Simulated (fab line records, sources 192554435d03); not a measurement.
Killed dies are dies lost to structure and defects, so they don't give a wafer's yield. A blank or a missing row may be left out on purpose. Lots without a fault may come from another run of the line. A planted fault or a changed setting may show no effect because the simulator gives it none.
Chamber matching | flow n5_finfet | N5_BEOL_M3_ETCH_74 on rie_diel-02: 4 sister chambers
The step etches underlayer in N2/H2, target depth 6.5 nm, time 5.2 s. 4 wafers are shown with their chamber, then 9 later ones without.

WAFERS WITH THEIR CHAMBER
wafer  | chamber | drypump_motor_current_A (A)
L086.6 | 1       | 6.6
L088.2 | 0       | 6.3
L088.5 | 2       | 6.1
L088.6 | 3       | 5.2

WAFERS WITHOUT THEIR CHAMBER
wafer  | drypump_motor_current_A (A)
L090.1 | 6.1
L090.3 | 6.3
L090.5 | 6.3
L092.2 | 6.2
L092.4 | 5.3
L092.6 | 5.3
L094.1 | 6.6
L094.5 | 6.7
L094.6 | 6.3

WHICH CHAMBER EACH WENT THROUGH
wafer  | from the rows above     | in truth
L090.1 | 2                       | 2
L090.3 | 0                       | 0
L090.5 | 0                       | 0
L092.2 | can't be placed: 0 or 2 | 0
L092.4 | 3                       | 3
L092.6 | 3                       | 3
L094.1 | 1                       | 1
L094.5 | 1                       | 1
L094.6 | 0                       | 0
Placed correctly: 8 of 9. Can't be placed from these rows: 1 (the true chamber is among the candidates in 1). Placed wrongly: 0.
How it was worked out, from the rows above alone: a wafer's distance from a chamber is the root of the sum, over the readings, of the square of ((its reading less the chamber's mean) divided by the reading's scatter). The wafer belongs to the nearest chamber; if the next one is less than 2 further off, it can't be placed. A chamber's mean is the mean of its shown wafers. The scatter: with one shown wafer a chamber, the root of the mean of the squares of how far each hidden wafer lies from its nearest shown one.
